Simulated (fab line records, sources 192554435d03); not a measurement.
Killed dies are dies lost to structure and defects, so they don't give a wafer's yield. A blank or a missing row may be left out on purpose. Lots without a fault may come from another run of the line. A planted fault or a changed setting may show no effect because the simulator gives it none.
Chamber matching | flow n5_finfet | N5_HKMG_FIN_ALD_36 on ald_metal-04: 4 sister chambers
The step deposits TiN, target thk 1 nm, pulse time 1 s, purge time 3 s. 4 wafers are shown with their chamber, then 8 later ones without.

WAFERS WITH THEIR CHAMBER
wafer  | chamber | heater_power_w (W)
L077.5 | 0       | 870
L081.4 | 2       | 888
L081.6 | 1       | 1057
L090.2 | 3       | 819

WAFERS WITHOUT THEIR CHAMBER
wafer  | heater_power_w (W)
L090.3 | 909
L090.4 | 865
L093.1 | 895
L093.3 | 1053
L093.5 | 878
L096.1 | 892
L096.3 | 865
L096.5 | 826

WHICH CHAMBER EACH WENT THROUGH
wafer  | from the rows above     | in truth
L090.3 | can't be placed: 2 or 0 | 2
L090.4 | can't be placed: 0 or 2 | 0
L093.1 | can't be placed: 2 or 0 | 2
L093.3 | 1                       | 1
L093.5 | can't be placed: 0 or 2 | 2
L096.1 | can't be placed: 2 or 0 | 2
L096.3 | can't be placed: 0 or 2 | 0
L096.5 | 3                       | 3
Placed correctly: 2 of 8. Can't be placed from these rows: 6 (the true chamber is among the candidates in 6). Placed wrongly: 0.
How it was worked out, from the rows above alone: a wafer's distance from a chamber is the root of the sum, over the readings, of the square of ((its reading less the chamber's mean) divided by the reading's scatter). The wafer belongs to the nearest chamber; if the next one is less than 2 further off, it can't be placed. A chamber's mean is the mean of its shown wafers. The scatter: with one shown wafer a chamber, the root of the mean of the squares of how far each hidden wafer lies from its nearest shown one.
